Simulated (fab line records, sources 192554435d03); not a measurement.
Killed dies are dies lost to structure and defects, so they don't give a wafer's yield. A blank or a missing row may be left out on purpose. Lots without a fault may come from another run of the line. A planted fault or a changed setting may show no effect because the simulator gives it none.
A struck lot beside a sound one | flow n5_finfet | 15 steps out of a route of 1938
Sound: wafers L848.2, L848.4, L848.6. Struck: wafers L855.1, L855.5, L855.6. The cause comes at the end.
At each step with rows: each side's tool, then ch and its chambers, then its first start. Under that, the readings that differ: sound wafers | struck wafers | difference of the means | sigmas: that difference in standard deviations of wafers without a fault.
alike: readings whose means differ by less than 2 such deviations, and words and numbers that are the same on both sides. not compared: withheld readings, readings that some wafer has no value for, bounds like >300 that may hide the same value, and numbers for which the record gives no deviation and whose values overlap.
The two part at a step that has a row with sigmas, a row that says differs or no value, or rows on one side only. Numbers that don't overlap but have no deviation are shown without sigmas and don't part them. A reading that every wafer of one side lacks parts them only if that side has two wafers or more.

first, 7 steps without rows for these wafers: N5_BEOL_M8_COAT_71 (time 60 s, resist thk 5 nm); N5_BEOL_M8_COAT_22 (resist thk 30 nm); N5_BEOL_M8_EBR_24; N5_BEOL_M8_SOFTBAKE_23 (time 60 s); N5_BEOL_M8_EXPOSE_25 (exposes mask V7, target cd 40 nm); N5_BEOL_M8_PEB_26 (peb time 60 s); N5_BEOL_M8_DEVELOP_27 (develop time 30 s).
N5_BEOL_M8_CD_MEAS_28: target cd 40 nm.
  sound on cd_sem-02 ch 0, day 12 18:58; struck on cd_sem-01 ch 0, day 14 09:37
  alike: cd_nm
N5_BEOL_M8_OVL_MEAS_29:
  sound on overlay-01 ch 0, day 12 19:00; struck on overlay-02 ch 0, day 14 09:38
  alike: V7_OVL
N5_BEOL_M8_INSPECT_30: inspects for defects (brightfield).
  sound on defect_inspect-02, day 12 19:03; struck on defect_inspect-02, day 14 09:42
  alike: raw_defect_count
N5_BEOL_M8_DESCUM_33: chemistry O2, time 7 s.
  sound on rie_diel-01 ch 0,1, day 12 19:05; struck on rie_diel-06 ch 0,1,2, day 14 09:44
  alike: drypump_motor_current_A, oes_product_au, rf_vpp_V, showerhead_plenum_p_Torr, throttle_valve_pct
  not compared: rf_hours_counter_h
N5_BEOL_M8_ETCH_72: etches underlayer in N2/H2, target depth 6.5 nm, time 5.2 s.
  sound on rie_diel-01 ch 0,1, day 12 19:07; struck on rie_diel-06 ch 0,1,2, day 14 09:46
  alike: drypump_motor_current_A, etch_rf_on_time_s, h2_flow_sccm, n2_flow_sccm, oes_product_au, rf_vpp_V, showerhead_plenum_p_Torr, throttle_valve_pct
  not compared: rf_hours_counter_h
N5_BEOL_M8_ETCH_65: etches SiARC in CF4, target depth 15.6 nm, time 26 s.
  sound on rie_diel-01 ch 0,1, day 12 19:08; struck on rie_diel-06 ch 0,1,2, day 14 09:47
  reading               | sound          | struck         | difference | sigmas
  etch_rf_on_time_s (s) | 25.9 25.8 25.9 | 38.8 37.3 38.9 | +12.5      | +20
  oes_product_au (a.u.) | 0.60 0.75 0.76 | 0.48 0.53 0.52 | -0.19      | -3
  alike: drypump_motor_current_A, rf_vpp_V, showerhead_plenum_p_Torr, throttle_valve_pct
  not compared: rf_hours_counter_h
N5_BEOL_M8_ETCH_66: etches SOC in N2/H2, target depth 80 nm, overetch 16 nm, time 120 s.
  sound on rie_diel-01 ch 0,1, day 12 19:10; struck on rie_diel-06 ch 0,1,2, day 14 09:49
  alike: drypump_motor_current_A, h2_flow_sccm, n2_flow_sccm, oes_product_au, rf_vpp_V, showerhead_plenum_p_Torr, throttle_valve_pct
  not compared: rf_hours_counter_h
N5_PASSIVATION_PROBE_49:
  the record has rows for the sound wafers here (prober-01, day 15 19:34) and none for the struck ones

WHERE THEY PART
First at N5_BEOL_M8_ETCH_65; last, within this record, at N5_PASSIVATION_PROBE_49.

WHY: what the simulator had put in
Process parameter drift: rie_diel-06, from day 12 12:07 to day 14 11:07, at N5_BEOL_M8_ETCH_65. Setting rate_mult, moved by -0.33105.
